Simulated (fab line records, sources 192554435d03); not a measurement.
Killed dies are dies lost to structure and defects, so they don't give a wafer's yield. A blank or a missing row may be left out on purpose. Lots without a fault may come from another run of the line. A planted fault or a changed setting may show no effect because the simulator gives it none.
Chamber matching | flow n5_finfet | N5_BEOL_M2_ETCH_77 on rie_diel-02: 4 sister chambers
The step etches underlayer in N2/H2, target depth 6.5 nm, time 5.2 s. 30 wafers are shown with their chamber, then 12 later ones without.

WAFERS WITH THEIR CHAMBER
wafer  | chamber | showerhead_plenum_p_Torr (Torr) | throttle_valve_pct (%) | drypump_motor_current_A (A)
L075.2 | 3       | 2.63                            | 17.89                  | 5.7
L075.4 | 1       | 2.45                            | 17.75                  | 5.7
L075.6 | 3       | 2.63                            | 17.90                  | 5.7
L076.1 | 1       | 2.45                            | 17.77                  | 5.7
L076.2 | 2       | 2.41                            | 18.21                  | 5.9
L076.5 | 2       | 2.41                            | 18.19                  | 5.9
L078.2 | 0       | 2.52                            | 17.69                  | 5.3
L078.4 | 3       | 2.63                            | 17.89                  | 5.6
L078.5 | 1       | 2.45                            | 17.76                  | 5.7
L079.1 | 3       | 2.63                            | 17.92                  | 5.7
L079.2 | 0       | 2.52                            | 17.69                  | 5.3
L079.6 | 2       | 2.41                            | 18.20                  | 5.9
L082.2 | 1       | 2.45                            | 17.75                  | 5.7
L082.3 | 3       | 2.63                            | 17.90                  | 5.7
L082.5 | 1       | 2.45                            | 17.76                  | 5.6
L084.1 | 3       | 2.63                            | 17.92                  | 5.7
L084.3 | 0       | 2.52                            | 17.72                  | 5.3
L084.6 | 3       | 2.63                            | 17.91                  | 5.6
L083.1 | 0       | 2.52                            | 17.73                  | 5.3
L083.5 | 1       | 2.45                            | 17.78                  | 5.7
L083.6 | 0       | 2.52                            | 17.72                  | 5.3
L085.1 | 1       | 2.44                            | 17.76                  | 5.7
L085.2 | 2       | 2.41                            | 18.23                  | 5.9
L085.6 | 1       | 2.44                            | 17.77                  | 5.6
L086.3 | 0       | 2.51                            | 17.71                  | 5.3
L086.4 | 3       | 2.62                            | 17.94                  | 5.7
L086.5 | 1       | 2.44                            | 17.79                  | 5.7
L089.1 | 1       | 2.44                            | 17.80                  | 5.7
L089.3 | 0       | 2.51                            | 17.73                  | 5.3
L089.4 | 0       | 2.51                            | 17.75                  | 5.3

SIGNATURES (means of the wafers above)
reading                  | chamber 0 | chamber 1 | chamber 2 | chamber 3 | scatter within a chamber
showerhead_plenum_p_Torr | 2.5162    | 2.4460    | 2.4100    | 2.6288    | 0.00445
throttle_valve_pct       | 17.7175   | 17.7690   | 18.2075   | 17.9088   | 0.018
drypump_motor_current_A  | 5.300     | 5.680     | 5.900     | 5.675     | 0.0345
Rule: a wafer's distance from a chamber is the root of the sum, over the readings, of the square of ((its reading less the chamber's mean) divided by the reading's scatter). The wafer belongs to the nearest chamber; if the next one is less than 2 further off, it can't be placed. The scatter: the root of (the sum of the squares of (reading less its chamber's mean) over the shown wafers, divided by (wafers less chambers)).

WAFERS WITHOUT THEIR CHAMBER
wafer  | showerhead_plenum_p_Torr (Torr) | throttle_valve_pct (%) | drypump_motor_current_A (A)
L090.2 | 2.51                            | 17.74                  | 5.3
L090.3 | 2.40                            | 18.26                  | 5.9
L090.4 | 2.51                            | 17.77                  | 5.3
L088.1 | 2.44                            | 17.77                  | 5.7
L088.2 | 2.51                            | 17.78                  | 5.3
L088.5 | 2.40                            | 18.26                  | 5.9
L097.1 | 2.62                            | 17.53                  | 5.6
L097.2 | 2.43                            | 17.82                  | 5.7
L097.3 | 2.50                            | 17.78                  | 5.3
L096.1 | 2.62                            | 17.51                  | 5.7
L096.3 | 2.43                            | 17.82                  | 5.7
L096.5 | 2.50                            | 17.78                  | 5.3

WHICH CHAMBER EACH WENT THROUGH
wafer  | from the rows above | in truth
L090.2 | 0                   | 0
L090.3 | 2                   | 2
L090.4 | 0                   | 0
L088.1 | 1                   | 1
L088.2 | 0                   | 0
L088.5 | 2                   | 2
L097.1 | 3                   | 3
L097.2 | 1                   | 1
L097.3 | 0                   | 0
L096.1 | 3                   | 3
L096.3 | 1                   | 1
L096.5 | 0                   | 0
Placed correctly: 12 of 12. Can't be placed from these rows: 0. Placed wrongly: 0.
